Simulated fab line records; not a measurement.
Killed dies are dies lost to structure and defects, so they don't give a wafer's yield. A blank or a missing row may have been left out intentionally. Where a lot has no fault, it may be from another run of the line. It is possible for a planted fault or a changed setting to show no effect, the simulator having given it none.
Chamber matching || flow n5_finfet || N5_BEOL_M0_SAQP_ETCH_84 on rie_diel-04: 4 sister chambers
The step etches SOC in N2/H2, target depth 100 nm, overetch 20 nm, time 150 s. 8 wafers are shown with their chamber, then 8 later ones without.

== EACH WAFER AND ITS CHAMBER ==
{"wafer": "L075.6", "chamber": 3, "throttle_valve_pct (%)": 18.2, "drypump_motor_current_A (A)": 5.8}
{"wafer": "L087.6", "chamber": 2, "throttle_valve_pct (%)": 17.6, "drypump_motor_current_A (A)": 5.2}
{"wafer": "L088.2", "chamber": 1, "throttle_valve_pct (%)": 18.0, "drypump_motor_current_A (A)": 5.4}
{"wafer": "L088.3", "chamber": 3, "throttle_valve_pct (%)": 18.2, "drypump_motor_current_A (A)": 5.9}
{"wafer": "L090.2", "chamber": 2, "throttle_valve_pct (%)": 17.7, "drypump_motor_current_A (A)": 5.2}
{"wafer": "L090.3", "chamber": 1, "throttle_valve_pct (%)": 18.0, "drypump_motor_current_A (A)": 5.4}
{"wafer": "L090.6", "chamber": 0, "throttle_valve_pct (%)": 17.4, "drypump_motor_current_A (A)": 5.6}
{"wafer": "L091.2", "chamber": 0, "throttle_valve_pct (%)": 17.4, "drypump_motor_current_A (A)": 5.6}

== WAFERS MISSING THEIR CHAMBER ==
{"wafer": "L091.3", "throttle_valve_pct (%)": 18.0, "drypump_motor_current_A (A)": 5.4}
{"wafer": "L091.6", "throttle_valve_pct (%)": 18.0, "drypump_motor_current_A (A)": 5.4}
{"wafer": "L093.1", "throttle_valve_pct (%)": 18.2, "drypump_motor_current_A (A)": 5.9}
{"wafer": "L093.2", "throttle_valve_pct (%)": 18.0, "drypump_motor_current_A (A)": 5.4}
{"wafer": "L093.5", "throttle_valve_pct (%)": 18.0, "drypump_motor_current_A (A)": 5.4}
{"wafer": "L096.1", "throttle_valve_pct (%)": 17.6, "drypump_motor_current_A (A)": 5.2}
{"wafer": "L096.3", "throttle_valve_pct (%)": 18.0, "drypump_motor_current_A (A)": 5.4}
{"wafer": "L096.4", "throttle_valve_pct (%)": 17.4, "drypump_motor_current_A (A)": 5.6}

== THE CHAMBER EACH PASSED THROUGH ==
{"wafer": "L091.3", "from the rows above": 1, "in truth": 1}
{"wafer": "L091.6", "from the rows above": 1, "in truth": 1}
{"wafer": "L093.1", "from the rows above": 3, "in truth": 3}
{"wafer": "L093.2", "from the rows above": 1, "in truth": 1}
{"wafer": "L093.5", "from the rows above": 1, "in truth": 1}
{"wafer": "L096.1", "from the rows above": 2, "in truth": 2}
{"wafer": "L096.3", "from the rows above": 1, "in truth": 1}
{"wafer": "L096.4", "from the rows above": 0, "in truth": 0}
Placed correctly: 8 of 8. Left unplaced by these rows: 0. Placed wrongly: 0.
How it was worked out, from the rows above alone: a wafer's distance from a chamber is the root of the sum, over the readings, of the square of ((its reading less the chamber's mean) divided by the reading's scatter). If the next closest chamber is less than 2 further off than the closest, the wafer can't be placed; otherwise it belongs to the closest. A chamber's mean is the mean of its shown wafers. How the scatter is found: for the shown wafers, subtract from each reading the mean of its chamber, square and add these, divide the total by (wafers less chambers), then take the root.
